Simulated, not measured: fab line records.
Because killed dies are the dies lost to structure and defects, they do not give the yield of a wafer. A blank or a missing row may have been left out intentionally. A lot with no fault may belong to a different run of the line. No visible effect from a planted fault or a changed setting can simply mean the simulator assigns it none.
Chamber matching    flow n5-finfet    N5_BEOL_M2_ETCH_70 on rie-diel-06 has 4 sister chambers
The step etches SOC in N2/H2, target depth 80 nm, overetch 24 nm, time 130 s. 4 wafers are shown with their chamber, then 7 later ones without.

WAFERS, EACH WITH ITS CHAMBER
wafer   chamber  throttle-valve-pct (%)
L079.6  2        18.1
L080.1  1        18.1
L086.1  0        17.9
L086.3  3        17.6

WAFERS WITHOUT THEIR CHAMBER
wafer   throttle-valve-pct (%)
L086.4  18.1
L088.1  18.1
L088.2  18.1
L088.3  17.7
L095.3  17.9
L095.5  17.7
L095.6  17.9

CHAMBER TAKEN BY EACH
wafer   from the rows above      in truth
L086.4  can't be placed: 1 or 2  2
L088.1  can't be placed: 1 or 2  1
L088.2  can't be placed: 1 or 2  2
L088.3  can't be placed: 3 or 0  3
L095.3  0                        0
L095.5  can't be placed: 3 or 0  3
L095.6  0                        0
Correctly placed: 2 of 7. Not placeable from these rows: 5 (in 5, the candidates include the true chamber). Number placed wrongly: 0.
How it was worked out, from the rows above alone: a wafer's distance from a chamber is the root of the sum, over the readings, of the square of ((its reading less the chamber's mean) divided by the reading's scatter). If the next closest chamber is less than 2 further off than the closest, the wafer can't be placed; otherwise it belongs to the closest. A chamber's mean is the mean of its shown wafers. The scatter: with one shown wafer a chamber, the root of the mean of the squares of how far each hidden wafer lies from its nearest shown one.
